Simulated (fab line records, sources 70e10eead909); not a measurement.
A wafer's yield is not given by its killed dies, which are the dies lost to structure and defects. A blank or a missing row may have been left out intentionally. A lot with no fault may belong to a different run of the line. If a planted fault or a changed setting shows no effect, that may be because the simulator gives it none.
A struck lot beside a sound one | flow nand-harc | 15 steps out of a route of 1302
Sound: wafers L596.2, L596.4, L596.6. Wafers L594.1, L594.4, L594.5 were the ones struck. The cause is given at the end.
At each step with rows: each side's tool, then ch and its chambers, then its first start. Under that, the readings that differ: sound wafers | struck wafers | difference of the means | sigmas: that difference in standard deviations of wafers without a fault.
alike: same words and numbers on both sides, and readings whose means sit less than 2 such deviations apart. not compared: any withheld reading, any reading some wafer has no value for, any bound like >300 that may hide the same value, and any number with overlapping values for which the record gives no deviation.
A row with sigmas, a row that says differs or no value, or rows on one side alone: a step with any of these is where the two part. Numbers that have no deviation but don't overlap get no sigmas and don't part them. A reading missing from all wafers of one side parts the sides only when that side holds two or more wafers.

NHARC_A_CHANNEL_FILL_D2_ALD_03: deposits SiNx, target thk 6 nm, pulse time 60 s, ald cycles 58.
  sound on ald-sin-batch-01 ch 0; struck on ald-sin-batch-01 ch 0
  alike: precursor-pulse-height-rel
NHARC_A_CHANNEL_FILL_D2_ALD_14: deposits SiO2, target thk 2.5 nm, pulse time 10 s, ald cycles 25.
  sound on ald-hk-01 ch 0,3, day 20 12:11; struck on ald-hk-04 ch 0,2,3, day 19 17:58
  alike: heater-power-outer-w, heater-power-w, precursor-pulse-height-rel
then, 1 step without rows for these wafers: NHARC_A_CHANNEL_FILL_D2_ALD_15 (deposits SiNx, target thk 2 nm, pulse time 60 s, ald cycles 19).
NHARC_A_CHANNEL_FILL_D2_ALD_16: deposits SiO2, target thk 1.5 nm, pulse time 10 s, ald cycles 15.
  sound on ald-hk-02 ch 0,1,3, day 20 17:25; struck on ald-hk-01 ch 0,1,3, day 19 23:06
  alike: heater-power-outer-w, heater-power-w, precursor-pulse-height-rel
then, 2 steps without rows for these wafers: NHARC_A_CHANNEL_FILL_D2_ANNEAL_17 (time 1800 s); NHARC_A_CHANNEL_FILL_D2_CVD_18 (deposits poly-Si, target thk 3 nm).
NHARC_A_CHANNEL_FILL_D2_ETCHBACK_19: etches the open film in HBr/Cl2, target depth 5 nm, time 1.7 s.
  sound on rie-si-01 ch 1,2, day 21 05:26; struck on rie-si-03 ch 2,3, day 20 10:30
  alike: drypump-motor-current-A, he-backside-leak-sccm, oes-product-au, throttle-valve-pct
  not compared: rf-hours-counter-h
then, 1 step without rows for these wafers: NHARC_A_CHANNEL_FILL_D2_ETCHBACK_20 (etches the open film in C4F8/O2/Ar, target depth 27 nm, time 13.5 s).
NHARC_A_CHANNEL_FILL_D2_STRIP_28: strips in O2, time 20 s.
  sound on rie-diel-02 ch 0,2,3, day 21 05:40; struck on rie-diel-10 ch 0,2, day 20 10:43
  alike: drypump-motor-current-A, oes-product-au, rf-vpp-V, showerhead-plenum-p-Torr, throttle-valve-pct
  not compared: rf-hours-counter-h
then, 3 steps without rows for these wafers: NHARC_A_CHANNEL_FILL_D2_PRECLEAN_21 (cleans in dHF, time 30 s); NHARC_A_CHANNEL_FILL_D2_SRD_23; NHARC_A_CHANNEL_FILL_D2_CVD_05 (deposits poly-Si, target thk 5 nm).
NHARC_A_CHANNEL_FILL_D2_ANNEAL_22: time 7200 s.
  sound on furnace-01 ch 0, day 21 13:26; struck on furnace-06 ch 0, day 20 18:27
  reading                   | sound                | struck               | difference | sigmas
  spike-tc-bottom-C (C)     | 642.3 642.4 641.8    | 666.3 664.3 666.0    | +23.4      | +11
  spike-tc-centre-C (C)     | 621.4 619.8 620.3    | 647.6 648.3 647.2    | +27.2      | +27
  spike-tc-lower-C (C)      | 621.2 620.1 620.6    | 646.6 644.9 646.7    | +25.4      | +21
  spike-tc-top-C (C)        | 637.6 637.8 635.8    | 663.6 663.4 663.5    | +26.4      | +22
  spike-tc-upper-C (C)      | 619.5 619.1 619.3    | 649.2 648.3 648.5    | +29.4      | +20
  tube-center-temp-C (C)    | 620.03 619.97 619.9  | 647.55 647.45 647.51 | +27.54     | +99 or more
  tube_center_temp_C_max    | 622.23 621.50 621.15 | 649.21 649.12 649.15 | +27.53     | +99 or more
  zone-power-bottom-pct (%) | 15.18 15.46 15.73    | 16.56 16.31 16.70    | +1.07      | +4
  alike: zone-power-top-pct
NHARC_A_CHANNEL_FILL_D2_THK_MEAS_06: measures by ellipsometry.
  sound: film-metro-01 at day 21 17:25; struck: film-metro-01 at day 20 22:28
  alike: thk-nm
-- break in the record here, with 9 days between the starts of the struck wafers on either side (left off in module A_CHANNEL_FILL_D2, picked up again in module END, where the first step shown is number 1302 on the route) --
NHARC_END_SORT_01:
  sound on prober-02 ch 0, day 30 16:55; struck on prober-01 ch 0, day 30 01:58
  alike: killed-at-array, killed-at-other, killed-at-periphery, killed-dies, killed-open, killed-short

## WHERE THEY PART
Only at NHARC_A_CHANNEL_FILL_D2_ANNEAL_22, within this record. Later steps at which nothing parts them and some readings are alike: NHARC_A_CHANNEL_FILL_D2_THK_MEAS_06, NHARC_END_SORT_01.

WHY: the cause the simulator had injected
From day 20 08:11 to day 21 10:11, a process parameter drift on furnace-06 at NHARC_A_CHANNEL_FILL_D2_ANNEAL_22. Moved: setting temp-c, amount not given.
